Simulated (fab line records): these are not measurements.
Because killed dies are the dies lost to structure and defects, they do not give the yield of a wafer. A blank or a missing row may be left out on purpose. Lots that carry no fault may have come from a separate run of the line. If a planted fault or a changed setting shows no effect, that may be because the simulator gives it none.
fab line records	flow n5Finfet
record: lots: 5	wafers: 14	lastDay: 15
route steps=1938 shown BEOL_M10@1527 BEOL_M11@1536 PASSIVATION@1936
lots with no fault: from the same line, run without faults
startH: the number of hours between the record's first day and the start of the first shown wafer of the lot	waitH: time in hours since the lot's previous step	" unchanged from the row above	L1.1+2: a single row standing in for several wafers	- value missing, or start not given	* or withheld: withheld	< > ~ a bound
route shown NAME@n: NAME is a module with steps in the file, n the number in the route of the first one	usual: mean/standard deviation taken from wafers without a fault	same: alike in all rows	chamber/n: place in a boat	sites: per-site readings	_std_site: the standard deviation of these	_edge_site: mean of outer sites minus mean of inner sites	radiusMm: for every site, how far away it sits from the centre of the wafer	mask NAME#n: copy n	behind: the last tool/chamber to shape the wafer	hold: why the lot was held/for how many hours/how that ended	device: names the non-switching transistor (n, p or np)	end of line: the route-end tests of the same wafers	a step without rows: its recipe alone	killed: count of dies lost to structure and defects at first sort (not the wafer's yield)	map: dies across one wafer; x = killed, . = not, _ = none there
set.NAME: the run value of the setting; set.NAME@STEP: its run value at that earlier step	model.NAME: the simulator's own value behind a step, which no gauge read
a table for each step, a row for each wafer; lots at some steps of the route
services: from which hour (startH, from the record's first day; less than 0 if before it) a tool's chamber was out of use, for how many hours, and why
== steps ==
step: N5_BEOL_M10_SPUTTER_48
recipe: material: Cu	targetThkA: 120	tempC: -20	biasV: 60	powerW: 26000	chamberPressurePa: 0.13	timeS: 2
step: N5_BEOL_M10_ECD_50
recipe: material: Cu	targetThkA: 3180
step: N5_BEOL_M10_ANNEAL_51
recipe: tempC: 225	timeS: 90	ambient: N2
step: N5_BEOL_M10_CMP_52
recipe: stopOn: SiCOH_lowk	tOverpolishS: 7	downForcePsi: 1	platenRpm: 50	clearingPlatenDownForcePsi: 1.5	clearingPlatenRpm: 50	postCmpClean: cuAlkaline	targetThkNm: 140	clearingPlatenPadVelocityMS: 0.99484	padVelocityMS: 0.99484
step: N5_BEOL_M10_THK_MEAS_53
recipe: thkMeasGauge: xrf	reads: Cu_of_BEOL_M10_ECD_50
usual: M10_THK: 142/4
lot.wafer	tool	chamber	startH	waitH	M10_THK[nm]
L656.1	filmMetro-02	-	232.29	-	140
L656.3	"	-	"	"	149
L656.4	"	-	"	"	139
L658.1	filmMetro-01	-	242.25	-	140
L658.2	"	-	"	"	141
L658.4	"	-	"	"	138
L662.1	filmMetro-01	-	261.66	-	147
L662.2	"	-	"	"	143
L662.3	"	-	"	"	142
L665.3	filmMetro-02	-	281.57	-	141
L665.5	"	-	"	"	146
L665.6	"	-	"	"	140
L673.4	filmMetro-02	-	316.79	-	140
L673.6	"	-	"	"	137
step: N5_BEOL_M10_PRE_CLEAN_55
recipe: gas: NH3	timeS: 15	tempC: withheld	rfPowerW: 300
step: N5_BEOL_M10_DEP_56
recipe: material: SiCN	targetThkA: 150	tempC: withheld	precursor: 3MS/NH3	pressureTorr: 3	rfW: 202	timeS: 26.5
step: N5_BEOL_M10_RS_MEAS_57
recipe: thkMeasGauge: four-point-probe	reads: Cu_of_BEOL_M10_ECD_50+Co_of_BEOL_M10_CVD_75+TaN_of_BEOL_M10_ALD_74
usual: M10_RS: 0.150/0.0044
lot.wafer	tool	chamber	startH	waitH	M10_RS[ohm/sq]
L656.1	filmMetro-01	-	232.43	0.1	0.153
L656.3	"	-	"	"	0.143
L656.4	"	-	"	"	0.154
L658.1	filmMetro-01	-	242.38	0.1	0.151
L658.2	"	-	"	"	0.150
L658.4	"	-	"	"	0.154
L662.1	filmMetro-01	-	261.79	0.1	0.144
L662.2	"	-	"	"	0.148
L662.3	"	-	"	"	0.150
L665.3	filmMetro-01	-	281.71	0.1	0.152
L665.5	"	-	"	"	0.147
L665.6	"	-	"	"	0.152
L673.4	filmMetro-01	-	316.93	0.0	0.152
L673.6	"	-	"	"	0.156
step: N5_BEOL_M10_INSPECT_58
recipe: inspectInstrument: darkfield	mode: postDep
usual: rawDefectCount: 69/24
lot.wafer	tool	chamber	startH	waitH	rawDefectCount
L656.1	defectInspect-01	-	232.45	0.0	57
L656.3	"	-	"	"	98
L656.4	"	-	"	"	53
L658.1	defectInspect-01	-	242.41	0.0	60
L658.2	"	-	"	"	48
L658.4	"	-	"	"	71
L662.1	defectInspect-01	-	261.82	0.0	64
L662.2	"	-	"	"	98
L662.3	"	-	"	"	71
L665.3	defectInspect-02	-	281.73	0.0	45
L665.5	"	-	"	"	46
L665.6	"	-	"	"	52
L673.4	defectInspect-01	-	316.95	0.0	105
L673.6	"	-	"	"	94
step: N5_BEOL_M11_ILD_DEP_00
recipe: material: SiCOH_lowk	targetThkA: 3085.1	tempC: 300	precursor: DEMS/porogen	pressureTorr: 5	rfW: 500	timeS: 58
step: N5_BEOL_M11_CURE_71
recipe: tempC: 385	timeS: 240	ambient: He/Ar	material: SiCOH_lowk
step: N5_BEOL_M11_THK_MEAS_01
recipe: reads: SiCOH_lowk_of_BEOL_M11_ILD_DEP_00
usual: M11_ILD_THK: 270/3.2
lot.wafer	tool	chamber	startH	waitH	M11_ILD_THK[nm]
L656.1	filmMetro-02	-	233.08	0.4	265
L656.3	"	-	"	"	264
L656.4	"	-	"	"	271
L658.1	filmMetro-02	-	243.04	0.4	267
L658.2	"	-	"	"	269
L658.4	"	-	"	"	273
L662.1	filmMetro-01	-	262.44	0.4	268
L662.2	"	-	"	"	271
L662.3	"	-	"	"	265
L665.3	filmMetro-01	-	282.36	0.3	271
L665.5	"	-	"	"	272
L665.6	"	-	"	"	274
L673.4	filmMetro-02	-	317.58	0.2	274
L673.6	"	-	"	"	277
step: N5_BEOL_M11_PECVD_70
recipe: material: SiO2	targetThkA: 200	tempC: 400	precursor: TEOS/O2	pressureTorr: 5.5	rfW: 450	teosFlowSccm: 53.8	gas: O2	flowSccm: 3000	timeS: 22.7
usual: heaterPowerW: 747/85	showerheadPlenumPTorr: 8.74/0.061	throttleValvePct: 22.8/1.7
lot.wafer	tool	chamber	startH	waitH	heaterPowerW	showerheadPlenumPTorr	throttleValvePct	model.SiO2_of_BEOL_M11_PECVD_70.thkNm
L656.1	pecvd-04	2	233.12	0.0	804	8.73	20.5	20.2
L656.3	"	0	"	"	613	8.64	22.5	20.4
L656.4	"	1	"	"	730	8.81	26.0	20.4
L658.1	pecvd-04	0	243.08	0.0	606	8.64	22.7	20.4
L658.2	"	2	"	"	743	8.73	20.5	20.2
L658.4	"	2	"	"	757	8.74	20.3	20.4
L662.1	pecvd-02	2	262.48	0.0	561	8.79	20.6	19.8
L662.2	"	0	"	"	737	8.70	22.4	19.8
L662.3	"	1	"	"	873	8.84	23.3	19.8
L665.3	pecvd-03	1	282.40	0.0	853	8.74	23.3	20
L665.5	"	2	"	"	659	8.70	21.7	20.2
L665.6	"	0	"	"	872	8.75	23.2	20.4
L673.4	pecvd-04	1	317.63	0.1	772	8.80	25.9	22.2
L673.6	"	0	"	"	688	8.66	22.8	22
step: N5_BEOL_M11_HM_DEP_02
recipe: material: TiN	targetThkA: 200	tempC: 25	chamberPressurePa: 0.49996
usual: throttleValvePct: 29.6/1.2
lot.wafer	tool	chamber	startH	waitH	throttleValvePct
L656.1	pvdSputter-01	-	233.48	0.3	29.7
L656.3	"	-	"	"	30.9
L656.4	"	-	"	"	28.7
L658.1	pvdSputter-01	-	244.63	1.5	29.2
L658.2	"	-	"	"	30.7
L658.4	"	-	"	"	29.4
L662.1	pvdSputter-02	-	263.21	0.7	28.9
L662.2	"	-	"	"	29.2
L662.3	"	-	"	"	30.8
L665.3	pvdSputter-02	-	283.26	0.8	29.2
L665.5	"	-	"	"	28.6
L665.6	"	-	"	"	29.2
L673.4	pvdSputter-03	-	320.67	3.0	29.5
L673.6	"	-	"	"	29.6
step: N5_BEOL_M11_COAT_59
recipe: resist: SOC	tempC: 250	timeS: 60	spinRpm: 1500	resistThkNm: 100
step: N5_BEOL_M11_COAT_60
recipe: resist: SiARC	tempC: 220	timeS: 60	spinRpm: 1500	resistThkNm: 30
step: N5_BEOL_M11_COAT_05
recipe: resist: CAR-ArF	spinRpm: 1500	resistThkNm: 90
step: N5_BEOL_M11_EBR_07
recipe: solvent: PGMEA	ebrWidthMm: 1.5
step: N5_BEOL_M11_SOFTBAKE_06
recipe: tempC: 110	timeS: 60	resist: CAR-ArF
step: N5_BEOL_M11_EXPOSE_08
recipe: maskId: M11	na: 1.35	sourceShape: dipole	sigmaInner: 0.411	sigmaOuter: 0.611	polarization: te	doseMj: 53.75
step: N5_BEOL_M11_PEB_09
recipe: pebTempC: withheld	pebTimeS: 60	resist: CAR-ArF
step: N5_BEOL_M11_DEVELOP_10
recipe: developTimeS: 30	developer: TMAH	resist: CAR-ArF	rinseLiquid: diw	dry: airSpin	devTempC: 23
step: N5_BEOL_M11_CD_MEAS_11
recipe: targetCdNm: 64.1	landingEnergyEv: 500	detector: seInlens	polarity: opening
usual: cdNm: 64.2/0.59
lot.wafer	tool	chamber	startH	waitH	cdNm
L656.1	cdSem-03	0	233.97	-	63.2
L656.3	"	0	"	"	63.7
L656.4	"	0	"	"	63.6
L658.1	cdSem-02	0	245.12	-	64.9
L658.2	"	0	"	"	64.5
L658.4	"	0	"	"	64.7
L662.1	cdSem-02	0	263.58	-	63.6
L662.2	"	0	"	"	64.2
L662.3	"	0	"	"	64.0
L665.3	cdSem-03	0	283.75	-	63.9
L665.5	"	0	"	"	63.5
L665.6	"	0	"	"	64.1
L673.4	cdSem-01	0	321.05	-	64.2
L673.6	"	0	"	"	64.4
step: N5_BEOL_M11_OVL_MEAS_12
recipe: pointsPerWafer: 44
usual: M11_OVL: 0.3/0.75
lot.wafer	tool	chamber	startH	waitH	M11_OVL[nm]
L656.1	overlay-02	0	234.00	0.0	0.0
L656.3	"	0	"	"	0.9
L656.4	"	0	"	"	0.2
L658.1	overlay-01	0	245.15	0.0	0.0
L658.2	"	0	"	"	0.4
L658.4	"	0	"	"	0.5
L662.1	overlay-01	0	263.61	0.0	1.0
L662.2	"	0	"	"	0.7
L662.3	"	0	"	"	0.7
L665.3	overlay-01	0	283.78	0.0	1.1
L665.5	"	0	"	"	0.3
L665.6	"	0	"	"	2.1
L673.4	overlay-02	0	321.08	0.0	-0.3
L673.6	"	0	"	"	0.4
step: N5_BEOL_M11_INSPECT_13
recipe: mode: adi	inspectInstrument: brightfield
usual: rawDefectCount: 431/100
lot.wafer	tool	chamber	startH	waitH	rawDefectCount
L656.1	defectInspect-01	-	234.03	0.0	488
L656.3	"	-	"	"	515
L656.4	"	-	"	"	308
L658.1	defectInspect-01	-	245.18	0.0	635
L658.2	"	-	"	"	346
L658.4	"	-	"	"	399
L662.1	defectInspect-01	-	263.64	0.0	456
L662.2	"	-	"	"	554
L662.3	"	-	"	"	528
L665.3	defectInspect-01	-	283.81	0.0	489
L665.5	"	-	"	"	405
L665.6	"	-	"	"	295
L673.4	defectInspect-01	-	321.10	0.0	427
L673.6	"	-	"	"	401
step: N5_BEOL_M11_DESCUM_16
recipe: chemistry: O2	timeS: 7.9	sourcePowerW: 50	biasPowerW: 20	pressureMtorr: 20	rfFrequencyHz: 2.712e+07	tempC: 40	resist: CAR-ArF	o2FlowSccm: 225
usual: drypumpMotorCurrentA: 5.7/0.55	oesProductAu: 0.78/0.077	rfVppV: 243.1/1.6	showerheadPlenumPTorr: 2.09/0.084	throttleValvePct: 20.39/0.21
lot.wafer	tool	chamber	startH	waitH	drypumpMotorCurrentA	oesProductAu	rfHoursCounterH	rfVppV	showerheadPlenumPTorr	throttleValvePct
L656.1	rieDiel-03	3	234.10	0.1	5.4	0.69	246	244.1	2.16	20.58
L656.3	"	0	"	"	5.9	0.72	178	243.5	2.09	20.68
L656.4	"	2	"	"	5.1	0.74	175	241.3	2.01	20.43
L658.1	rieDiel-05	2	245.21	0.0	6.8	0.80	121	244.9	2.19	19.99
L658.2	"	3	"	"	5.8	0.69	230	245.8	2.17	20.29
L658.4	"	0	"	"	5.6	0.75	139	240.4	1.95	20.57
L662.1	rieDiel-03	0	263.67	0.0	5.9	0.70	188	243.8	2.09	20.67
L662.2	"	1	"	"	6.1	0.86	69	241.8	2.03	20.29
L662.3	"	2	"	"	5.0	0.73	185	241.8	2.01	20.45
L665.3	rieDiel-05	0	283.84	0.0	5.7	0.74	150	240.8	1.94	20.58
L665.5	"	3	"	"	5.8	0.67	-	244.5	2.17	20.34
L665.6	"	2	"	"	6.7	0.77	-	243.9	2.19	20.04
L673.4	rieDiel-01	2	321.13	0.0	5.0	0.94	23	241.8	2.03	20.48
L673.6	"	0	"	"	4.9	0.81	-	242.9	2.10	20.57
step: N5_BEOL_M11_ETCH_61
recipe: chemistry: CF4	target: SiARC	targetDepthA: 390	maskMaterial: CAR-ArF	timeS: 65	ionEnergyEv: 80	pressureMtorr: 40	sourceW: 545	biasW: 36	Ar_flow_sccm: 100	cf4FlowSccm: 100	ends: cleared
step: N5_BEOL_M11_ETCH_62
recipe: chemistry: N2/H2	target: SOC	targetDepthA: 1100	overetchA: 220	maskMaterial: SiARC	tempC: 40	timeS: 165	ionEnergyEv: 200	pressureMtorr: 30	sourceW: 840	biasW: 150	n2FlowSccm: 200	h2FlowSccm: 200
usual: biasW: 149.9/0.41	drypumpMotorCurrentA: 5.7/0.55	h2FlowSccm: 199.9/0.61	oesProductAu: 0.66/0.061	rfVppV: 524/3	showerheadPlenumPTorr: 2.54/0.1	throttleValvePct: 17.77/0.25
lot.wafer	tool	chamber	startH	waitH	biasW	drypumpMotorCurrentA	h2FlowSccm	oesProductAu	rfHoursCounterH	rfVppV	showerheadPlenumPTorr	throttleValvePct
L656.1	rieDiel-03	3	234.19	0.0	149.9	5.5	200.6	0.59	246	525	2.61	17.94
L656.3	"	0	"	"	150.5	5.9	200.0	0.61	178	524	2.54	18.09
L656.4	"	2	"	"	150.2	5.1	199.6	0.64	175	521	2.41	17.58
L658.1	rieDiel-05	2	245.30	0.0	150.0	6.7	199.5	0.67	121	527	2.66	17.50
L658.2	"	3	"	"	149.7	5.8	200.9	0.59	230	527	2.60	17.46
L658.4	"	0	"	"	150.3	5.6	200.4	0.63	139	520	2.34	17.78
L662.1	rieDiel-03	0	263.76	0.0	149.8	5.9	199.9	0.61	188	524	2.54	18.09
L662.2	"	1	"	"	149.9	6.1	199.2	0.72	69	522	2.50	17.90
L662.3	"	2	"	"	150.2	5.1	199.2	0.62	185	521	2.41	17.61
L665.3	rieDiel-05	0	283.93	0.0	150.1	5.6	199.9	0.62	150	517	2.34	17.81
L665.5	"	3	"	"	149.6	5.8	200.1	0.58	-	525	2.60	17.48
L665.6	"	2	"	"	150.0	6.7	201.6	0.66	-	528	2.66	17.49
L673.4	rieDiel-01	2	321.22	0.0	150.3	5.0	201.9	0.78	23	521	2.49	18.01
L673.6	"	0	"	"	149.9	4.9	200.0	0.69	-	524	2.58	18.08
step: N5_BEOL_M11_STRIP_68
recipe: chemistry: N2/H2	tempC: 40	n2FlowSccm: 200	h2FlowSccm: 200	rfFrequencyHz: 6e+07
step: N5_BEOL_M11_STRIP_67
recipe: chemistry: CF4	resist: SiARC	powerW: 300	biasPowerW: 75	pressureMtorr: 50	cf4FlowSccm: 150	rfFrequencyHz: 6e+07
usual: drypumpMotorCurrentA: 5.7/0.55	oesProductAu: 0.78/0.072	rfVppV: 271.0/1.8	showerheadPlenumPTorr: 1.79/0.066	throttleValvePct: 13.53/0.2
lot.wafer	tool	chamber	startH	waitH	drypumpMotorCurrentA	oesProductAu	rfHoursCounterH	rfVppV	showerheadPlenumPTorr	throttleValvePct
L656.1	rieDiel-03	3	234.33	0.0	5.4	0.70	246	272.9	1.84	13.73
L656.3	"	0	"	"	5.9	0.73	178	270.2	1.79	13.74
L656.4	"	2	"	"	5.1	0.75	175	268.5	1.73	13.72
L658.1	rieDiel-05	2	245.44	0.0	6.8	0.79	121	274.0	1.87	13.23
L658.2	"	3	"	"	5.8	0.70	230	271.0	1.84	13.48
L658.4	"	0	"	"	5.6	0.75	139	268.0	1.67	13.57
L662.1	rieDiel-03	0	263.90	0.0	5.9	0.73	188	270.5	1.78	13.75
L662.2	"	1	"	"	6.1	0.85	69	268.1	1.76	13.48
L662.3	"	2	"	"	5.0	0.73	185	270.0	1.73	13.72
L665.3	rieDiel-05	0	284.07	0.0	5.6	0.74	150	268.4	1.66	13.59
L665.5	"	3	"	"	5.8	0.69	-	272.1	1.84	13.49
L665.6	"	2	"	"	6.7	0.78	-	273.6	1.87	13.23
L673.4	rieDiel-01	2	321.36	0.0	5.0	0.93	23	271.1	1.77	13.65
L673.6	"	0	"	"	4.9	0.81	-	270.8	1.80	13.58
step: N5_BEOL_M11_HM_OPEN_17
recipe: chemistry: Cl2/BCl3	targetDepthA: 200	overetchA: 60	target: TiN	maskMaterial: SOC	ionEnergyEv: 150	pressureMtorr: 10	icpW: 1000	biasW: 126	Cl2_flow_sccm: 53.25	bcl3FlowSccm: 21.75	Ar_flow_sccm: 25
usual: biasW: 126.0/0.43	drypumpMotorCurrentA: 5.8/0.42	heBacksideLeakSccm: 3.5/0.32	oesProductAu: 0.64/0.078	throttleValvePct: 22.26/0.23
lot.wafer	tool	chamber	startH	waitH	biasW	drypumpMotorCurrentA	heBacksideLeakSccm	oesProductAu	rfHoursCounterH	throttleValvePct
L656.1	rieMetal-02	0	234.38	0.0	126.0	5.9	3.4	0.54	105	22.33
L656.3	"	0	"	"	126.3	5.9	3.7	0.54	-	22.31
L656.4	"	1	"	"	125.6	5.3	3.3	0.65	-	22.48
L658.1	rieMetal-03	1	245.48	0.0	126.2	5.7	3.3	0.75	9	21.64
L658.2	"	0	"	"	126.2	5.7	3.4	0.61	80	22.48
L658.4	"	1	"	"	126.4	5.7	3.4	0.76	-	21.64
L662.1	rieMetal-03	0	263.94	0.0	125.9	5.7	3.4	0.60	82	22.49
L662.2	"	1	"	"	125.5	5.7	3.2	0.75	11	21.65
L662.3	"	1	"	"	126.1	5.7	3.0	0.75	-	21.65
L665.3	rieMetal-01	1	284.14	0.1	126.5	6.5	3.5	0.59	-	22.31
L665.5	"	1	"	"	126.3	6.5	3.7	0.58	-	22.30
L665.6	"	0	"	"	126.6	5.4	3.3	0.73	-	22.08
L673.4	rieMetal-02	1	321.43	0.1	125.8	5.3	3.3	0.63	-	22.50
L673.6	"	1	"	"	125.8	5.3	3.3	0.64	-	22.50
step: N5_BEOL_M11_STRIP_19
recipe: chemistry: O2	powerW: 400	tempC: 40	pressureMtorr: 30	rfFrequencyHz: 6e+07	biasPowerW: 0	overashFraction: 0.2	o2FlowSccm: 225
step: N5_BEOL_M11_CD_MEAS_18
recipe: pitchNm: 140	targetCdNm: 70
usual: cdNm: 70.0/0.68
lot.wafer	tool	chamber	startH	waitH	cdNm
L656.1	cdSem-02	-	234.56	0.0	69.3
L656.3	"	-	"	"	69.6
L656.4	"	-	"	"	69.7
L658.1	cdSem-01	-	245.70	0.0	70.9
L658.2	"	-	"	"	69.5
L658.4	"	-	"	"	71.4
L662.1	cdSem-02	-	264.15	0.0	69.2
L662.2	"	-	"	"	70.1
L662.3	"	-	"	"	69.7
L665.3	cdSem-03	-	284.45	0.1	71.1
L665.5	"	-	"	"	69.5
L665.6	"	-	"	"	69.8
L673.4	cdSem-01	-	321.59	0.0	70.3
L673.6	"	-	"	"	69.5
step: N5_BEOL_M11_COAT_63
recipe: resist: SOC	tempC: 250	timeS: 60	spinRpm: 1500	resistThkNm: 100
step: N5_BEOL_M11_COAT_64
recipe: resist: SiARC	tempC: 220	timeS: 60	spinRpm: 1500	resistThkNm: 30
step: N5_BEOL_M11_COAT_22
recipe: resist: CAR-ArF	spinRpm: 1500	resistThkNm: 90
step: N5_BEOL_M11_EBR_24
recipe: solvent: PGMEA	ebrWidthMm: 1.5
step: N5_BEOL_M11_SOFTBAKE_23
recipe: tempC: 110	timeS: 60	resist: CAR-ArF
step: N5_BEOL_M11_EXPOSE_25
recipe: maskId: V10	na: 1.35	sourceShape: annular	sigmaInner: 0.5	sigmaOuter: 0.8	polarization: unpolarized	doseMj: 85.5
step: N5_BEOL_M11_PEB_26
recipe: pebTempC: withheld	pebTimeS: 60	resist: CAR-ArF
step: N5_BEOL_M11_DEVELOP_27
recipe: developTimeS: 30	developer: TMAH	resist: CAR-ArF	rinseLiquid: diw	dry: airSpin	devTempC: 23
step: N5_BEOL_M11_CD_MEAS_28
recipe: targetCdNm: 70	landingEnergyEv: 500	detector: seInlens	polarity: opening
usual: cdNm: 69.9/1.3
lot.wafer	tool	chamber	startH	waitH	cdNm
L656.1	cdSem-02	0	235.49	-	68.9
L656.3	"	0	"	"	69.7
L656.4	"	0	"	"	68.0
L658.1	cdSem-01	0	246.09	-	68.5
L658.2	"	0	"	"	67.8
L658.4	"	0	"	"	70.3
L662.1	cdSem-01	0	264.56	-	69.8
L662.2	"	0	"	"	68.7
L662.3	"	0	"	"	69.1
L665.3	cdSem-03	0	284.86	-	70.7
L665.5	"	0	"	"	68.3
L665.6	"	0	"	"	69.6
L673.4	cdSem-01	0	322.22	-	71.0
L673.6	"	0	"	"	70.6
step: N5_BEOL_M11_HM_STRIP_39
recipe: chemistry: peroxideTinStrip	material: TiN	targetDepthA: 250	tempC: 50	timeS: 158
lot.wafer	tool	chamber	startH	waitH	model.SiO2_of_BEOL_M11_PECVD_70.thkNm
L656.1	wetBench-04	6	236.14	0.0	20
L656.3+4	"	2,3	"	"	20.2
L658.1	wetBench-05	2	246.70	0.0	20.2
L658.2	"	0	"	"	20
L658.4	"	5	"	"	20.4
L662.1+3	wetBench-04	2,5	265.26	0.0	19.8
L662.2	"	1	"	"	19.6
L665.3	wetBench-05	0	285.47	0.0	19.8
L665.5+6	"	2,3	"	"	20.2
L673.4	wetBench-04	2	322.83	0.0	22
L673.6	"	0	"	"	21.8
step: N5_PASSIVATION_PROBE_49
usual: defectLimitedYield: 91.5/1.5	killed_at_M0_to_M3: 32/9.4	killed_at_M4_up: 12/5.1	killedAtContacts: 11/7.4	killedAtFrontEnd: 41/11	killedAtOther: 3.4/2.5	killedDies: 100/17	killedOpen: 65/14	killedShort: 33/7	sort_bin_5_function: 4.9/0.96	sort_bin_6_memory: 3.1/0.7	sortNPass: 1080/17	sortYieldPct: 91.5/1.5
same: grossDies: 1180	killedAtBackSide: 0	sort_bin_4_leakage[%]: 0	sort_bin_8_speed[%]: 0
lot.wafer	tool	chamber	startH	waitH	defectLimitedYield[%]	killed_at_M0_to_M3	killed_at_M4_up	killedAtContacts	killedAtFrontEnd	killedAtOther	killedDies	killedOpen	killedShort	sort_bin_5_function[%]	sort_bin_6_memory[%]	sortNPass	sortYieldPct[%]
L656.1	prober-01	-	278.56	0.0	88.8	25	17	26	63	1	132	87	39	6.5	3.9	1048	88.8
L656.3	prober-01	-	278.66	0.1	92.2	21	14	18	36	3	92	60	31	4.7	3.0	1088	92.2
L656.4	prober-01	-	278.71	0.2	90.3	27	26	7	51	4	115	68	44	6.3	3.1	1065	90.3
L662.1	prober-02	-	300.69	0.0	93.6	26	4	7	39	0	76	51	23	4.1	2.0	1104	93.6
L662.2	prober-02	-	300.74	0.1	93.0	18	12	22	28	3	83	49	34	4.0	2.6	1097	93.0
L662.3	prober-02	-	300.79	0.1	92.8	27	9	11	36	2	85	54	28	4.2	2.8	1095	92.8
L665.3	prober-01	-	327.55	0.1	91.5	36	17	11	31	5	100	67	33	4.7	3.6	1080	91.5
L665.5	prober-01	-	327.65	0.2	91.9	32	14	2	45	3	96	64	30	4.6	3.0	1084	91.9
L665.6	prober-01	-	327.70	0.3	88.5	34	11	19	65	7	136	90	44	6.8	4.3	1044	88.5
L673.4	prober-01	-	359.94	0.2	93.2	38	4	9	21	8	80	56	24	4.2	2.1	1100	93.2
L673.6	prober-01	-	360.04	0.3	94.1	21	10	5	32	2	70	44	25	3.7	2.1	1110	94.1
killed by level:class
L656.1 MOL_CONTACT_COAG:geometricParticle:open=22 FIN_SAQP:geometricParticle:open=14 STI_FIN_REVEAL:geometricParticle:open=9 BEOL_M4:geometricParticle:open=9 BEOL_M0_SAQP:geometricParticle:short=7 BEOL_M0_SAQP:geometricParticle:open=6 GATE_CUT:geometricParticle:short=6 FIN_SAQP:geometricParticle:short=5
L656.3 MOL_CONTACT_COAG:geometricParticle:open=15 BEOL_M4:geometricParticle:open=8 FIN_SAQP:geometricParticle:open=7 GATE_CUT:geometricParticle:short=7 BEOL_M2:geometricParticle:open=6 FIN_SAQP:geometricParticle:short=5 STI_FIN_REVEAL:geometricParticle:open=5 BEOL_M0_SAQP:geometricParticle:short=4
L656.4 BEOL_M4:geometricParticle:open=11 BEOL_M0_SAQP:geometricParticle:short=9 FIN_SAQP:geometricParticle:open=8 STARTING-WAFER:geometricParticle:open=8 FIN_SAQP:geometricParticle:short=7 STI_FIN_REVEAL:geometricParticle:open=7 BEOL_M3:geometricParticle:open=7 BEOL_M4:geometricParticle:short=6
L662.1 DUMMY_GATE:geometricParticle:open=14 BEOL_M2:geometricParticle:open=8 FIN_SAQP:geometricParticle:short=6 MOL_CONTACT_COAG:geometricParticle:open=5 BEOL_M0_SAQP:geometricParticle:open=4 BEOL_M1:geometricParticle:open=4 BEOL_M3:geometricParticle:open=4 STI_FIN_REVEAL:geometricParticle:open=3
L662.2 MOL_CONTACT_COAG:geometricParticle:open=18 GATE_CUT:geometricParticle:short=9 BEOL_M0_SAQP:geometricParticle:short=6 MOL_CONTACT_COAG:geometricParticle:short=4 BEOL_M7:geometricParticle:open=4 STARTING-WAFER:geometricParticle:short=4 STI_FIN_REVEAL:geometricParticle:open=3 STARTING-WAFER:geometricParticle:open=3
L662.3 MOL_CONTACT_COAG:geometricParticle:open=11 BEOL_M0_SAQP:geometricParticle:open=8 FIN_SAQP:geometricParticle:open=6 STARTING-WAFER:geometricParticle:short=6 BEOL_M0_SAQP:geometricParticle:short=5 BEOL_M1:geometricParticle:open=4 BEOL_M3:geometricParticle:open=4 DUMMY_GATE:geometricParticle:short=3
L665.3 MOL_CONTACT_COAG:geometricParticle:open=10 BEOL_M3:geometricParticle:open=10 BEOL_M0_SAQP:geometricParticle:open=8 BEOL_M2:geometricParticle:open=6 BEOL_M1:geometricParticle:short=6 BEOL_M4:geometricParticle:open=6 FIN_SAQP:geometricParticle:open=5 STI_FIN_REVEAL:geometricParticle:short=4
L665.5 BEOL_M4:geometricParticle:open=11 STI_FIN_REVEAL:geometricParticle:open=10 FIN_SAQP:geometricParticle:short=9 BEOL_M0_SAQP:geometricParticle:open=8 BEOL_M3:geometricParticle:open=8 BEOL_M2:geometricParticle:open=7 FIN_SAQP:geometricParticle:open=5 GATE_CUT:geometricParticle:short=4
L665.6 FIN_SAQP:geometricParticle:open=16 MOL_CONTACT_COAG:geometricParticle:open=16 STI_FIN_REVEAL:geometricParticle:open=15 FIN_SAQP:geometricParticle:short=12 BEOL_M2:geometricParticle:open=9 BEOL_M3:geometricParticle:open=6 BEOL_M1:geometricParticle:short=5 STARTING-WAFER:geometricParticle:short=5
L673.4 BEOL_M0_SAQP:geometricParticle:open=15 MOL_CONTACT_COAG:geometricParticle:open=8 BEOL_M0_SAQP:geometricParticle:short=8 BEOL_M2:geometricParticle:open=6 GATE_CUT:geometricParticle:short=4 MIM_TOP_ETCH:geometricParticle:open=4 FIN_SAQP:geometricParticle:open=3 STI_FIN_REVEAL:geometricParticle:open=3
L673.6 GATE_CUT:geometricParticle:short=8 BEOL_M0_SAQP:geometricParticle:short=6 BEOL_M1:geometricParticle:open=6 MOL_CONTACT_COAG:geometricParticle:open=5 DUMMY_GATE:geometricParticle:open=4 BEOL_M0_SAQP:geometricParticle:open=4 SPACER0:geometricParticle:short=3 BEOL_M11:geometricParticle:open=3
== services ==
tool	chamber	startH	hours	kind
rieDiel-01	3	211.88	14.8	repair
rieMetal-01	1	225.19	7.6	repair
rieDiel-03	3	232.01	2.0	repair
pecvd-04	1	236.36	2.1	scheduledDown
pecvd-04	-	238.23	0.5	repair
rieDiel-03	3	245.09	-	clean
rieDiel-03	3	245.09	-	consumableReplace:focusRing
rieDiel-03	3	245.09	17.9	scheduledDown
rieDiel-03	3	245.09	17.9	ventCycle
pecvd-02	-	250.62	2.8	pm
pecvd-04	0	251.52	12.3	repair
rieDiel-03	3	266.40	4.3	repair
pecvd-03	-	271.33	1.2	repair
rieMetal-02	0	273.31	12.5	repair
pvdSputter-02	-	284.61	5.1	repair
rieDiel-05	3	288.80	4.2	repair
rieDiel-03	0	289.36	5.6	repair
pecvd-02	-	290.31	6.1	repair
pecvd-02	1	298.53	6.5	repair
rieMetal-03	0	302.78	1.7	repair
rieDiel-05	3	307.51	-	clean
rieDiel-05	3	307.51	-	consumableReplace:focusRing
rieDiel-05	3	307.51	17.0	scheduledDown
rieDiel-05	3	307.51	17.0	ventCycle
== key ==
firstSign none at tools or gauges
modelEffect: step: N5_BEOL_M11_PECVD_70	value: SiO2_of_BEOL_M11_PECVD_70.thkNm	without: 20.3	struck: 22.1
modelEffect: step: N5_BEOL_M11_HM_STRIP_39	value: SiO2_of_BEOL_M11_PECVD_70.thkNm	without: 20.1	struck: 21.9
metAt N5_BEOL_M11_PECVD_70
struckWafers L673.4,L673.6
onsetBetween 243.08 317.63
alsoFits time
fault: kind: processParameterDrift	tool: pecvd-04	chamber: -	onsetH: 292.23	steps: N5_BEOL_M11_PECVD_70	channel: timeS	offset: *	shape: step	endH: 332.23	scope: struckWafersOnly	actsIn: *	stated: *
